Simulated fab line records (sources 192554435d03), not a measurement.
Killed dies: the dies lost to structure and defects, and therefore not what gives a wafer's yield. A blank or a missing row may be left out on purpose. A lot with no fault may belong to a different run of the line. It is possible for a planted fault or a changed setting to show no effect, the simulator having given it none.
Comparing a struck lot with a sound one | flow n5_finfet | 19 steps out of a route of 1938
Sound: wafers L702.2, L702.3, L702.4. Struck: wafers L714.2, L714.4, L714.5. The cause comes at the end.
At each step with rows: each side's tool, then ch and its chambers, then its first start. Under that, the readings that differ: sound wafers | struck wafers | difference of the means | sigmas: that difference in standard deviations of wafers without a fault.
alike: readings with means less than 2 such deviations apart, plus words and numbers identical on both sides. not compared: withheld readings, readings lacking a value on some wafer, bounds such as >300 that could conceal the same value, and numbers that have no deviation in the record and whose values overlap.
Wherever a step has rows on one side only, a row that says differs or no value, or a row with sigmas, the two part there. Non-overlapping numbers with no deviation appear without sigmas and do not part them. Lack of a reading on every wafer of one side parts them only where that side has two or more wafers.

first, 2 steps without rows for these wafers: N5_DUMMY_GATE_SRD_26 (time 30 s); N5_DUMMY_GATE_UV_OZONE_45 (time 120 s).
N5_DUMMY_GATE_INSPECT_27: inspects for defects (brightfield).
  struck on defect_inspect-01, day 6 17:40; sound on defect_inspect-02, day 3 18:16
  alike: raw_defect_count
N5_SPACER0_ALD_07: deposits SiNx, target thk 2 nm.
  sound on ald_sin-01 ch 0,1,3, day 3 18:22; struck on ald_sin-01 ch 0,3, day 6 17:43
  alike: heater_power_w
  not compared: since_wet_clean_h
N5_SPACER0_ALD_00: deposits SiOCN, target thk 3.5 nm, pulse time 3 s, purge time 2 s.
  sound on ald_sin-01 ch 0,1,3, day 3 18:31; struck on ald_sin-01 ch 0,3, day 6 17:52
  alike: heater_power_w, precursor_pulse_height_rel
  not compared: since_wet_clean_h
N5_SPACER0_ALD_08: deposits SiNx, target thk 2 nm.
  sound on ald_sin-01 ch 0,1,3, day 3 18:46; struck on ald_sin-01 ch 0,3, day 6 18:07
  alike: heater_power_w
  not compared: since_wet_clean_h
N5_SPACER0_INSPECT_04: inspects for defects (darkfield).
  struck on defect_inspect-02, day 6 18:17; sound on defect_inspect-02, day 3 18:56
  alike: raw_defect_count
then, 5 steps without rows for these wafers: N5_SD_EPI_N_COAT_32 (time 60 s, resist thk 350 nm); N5_SD_EPI_N_COAT_33 (time 60 s, resist thk 35 nm); N5_SD_EPI_N_COAT_03 (resist thk 150 nm); N5_SD_EPI_N_EBR_05; N5_SD_EPI_N_SOFTBAKE_04 (time 60 s).
N5_SD_EPI_N_EXPOSE_06: exposes mask SD N BLK, target cd 120 nm.
  sound on arfi_scanner-01 ch 0, day 3 19:14; struck on arfi_scanner-03 ch 0, day 6 18:26
  reading                          | sound | struck         | difference | sigmas
  model.SD_EPI_N.overlay_x_nm (nm) | 0 0 0 | 15.2 15.2 15.2 | +15.2      |
  alike: mask
then, 2 steps without rows for these wafers: N5_SD_EPI_N_PEB_07 (peb time 60 s); N5_SD_EPI_N_DEVELOP_08 (develop time 30 s).
N5_SD_EPI_N_CD_MEAS_09: the cd target is 120 nm.
  sound on cd_sem-02 ch 0, day 3 19:22; struck on cd_sem-02 ch 0, day 6 18:33
  alike: cd_nm
N5_SD_EPI_N_OVL_MEAS_10:
  sound on overlay-02 ch 0, day 3 19:23; struck on overlay-02 ch 0, day 6 18:35
  reading           | sound         | struck         | difference | sigmas
  SD_N_BLK_OVL (nm) | -0.9 0.0 -0.2 | 15.5 15.6 14.9 | +15.7      | +20
N5_SD_EPI_N_INSPECT_11: inspects for defects (macro).
  struck on defect_inspect-01, day 6 18:37; sound on defect_inspect-01, day 3 19:25
  alike: raw_defect_count
-- a jump in the record: the struck wafers' starts before and after are 5 days apart (it breaks off in module SD_EPI_N and resumes in module BEOL_M4, where the first step shown is number 1111 of the route) --
N5_BEOL_M4_RC_MEAS_101:
  sound on prober-01 ch 0, day 8 18:37; struck on prober-02 ch 0, day 11 13:17
  reading   | sound             | struck            | difference | sigmas
  VT_N (mV) | 252.9 252.0 252.0 | 246.4 247.8 247.7 | -5.0       | -2
  alike: DIBL_N, DIBL_P, IOFF_N, IOFF_P, ION_N, ION_P, SS_N, SS_P, VT_P

== WHERE THEY PART ==
Last at N5_BEOL_M4_RC_MEAS_101 as far as this record goes, first at N5_SD_EPI_N_OVL_MEAS_10.

WHY: what the simulator had put in
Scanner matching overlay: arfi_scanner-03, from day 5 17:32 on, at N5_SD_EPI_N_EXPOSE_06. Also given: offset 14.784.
